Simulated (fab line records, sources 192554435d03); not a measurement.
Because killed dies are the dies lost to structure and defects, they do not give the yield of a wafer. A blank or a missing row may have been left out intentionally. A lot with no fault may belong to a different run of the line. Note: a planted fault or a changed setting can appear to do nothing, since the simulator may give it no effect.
Matching of chambers	flow n5Finfet	4 sister chambers for N5_BEOL_M0_SAQP_ETCH_88 on rieDiel-06
The step etches underlayer in N2/H2, target depth 6.5 nm, time 5.2 s. 8 wafers are shown with their chamber, then 8 later ones without.

## WAFERS PAIRED WITH THEIR CHAMBERS
wafer	chamber	showerheadPlenumPTorr (Torr)	drypumpMotorCurrentA (A)
L079.1	2	2.51	6.1
L079.4	2	2.51	6.1
L082.4	3	2.60	6.3
L082.5	3	2.60	6.2
L083.6	0	2.45	5.2
L084.4	0	2.45	5.2
L084.6	1	2.54	5.7
L085.1	1	2.53	5.7

## WAFERS WITHOUT THEIR CHAMBER
wafer	showerheadPlenumPTorr (Torr)	drypumpMotorCurrentA (A)
L085.2	2.51	6.1
L085.3	2.45	5.2
L090.1	2.53	5.7
L090.3	2.59	6.2
L090.6	2.59	6.2
L095.2	2.59	6.2
L095.5	2.50	6.0
L095.6	2.59	6.2

## THE CHAMBER EACH PASSED THROUGH
wafer	from the rows above	in truth
L085.2	2	2
L085.3	0	0
L090.1	1	1
L090.3	3	3
L090.6	3	3
L095.2	3	3
L095.5	2	2
L095.6	3	3
8 of 8 placed correctly. Not placeable from these rows: 0. 0 placed wrongly.
How it was worked out, from the rows above alone: a wafer's distance from a chamber is the root of the sum, over the readings, of the square of ((its reading less the chamber's mean) divided by the reading's scatter). If the next closest chamber is less than 2 further off than the closest, the wafer can't be placed; otherwise it belongs to the closest. For every chamber, the mean is computed from those of its wafers that are shown. How the scatter is found: for the shown wafers, subtract from each reading the mean of its chamber, square and add these, divide the total by (wafers less chambers), then take the root.
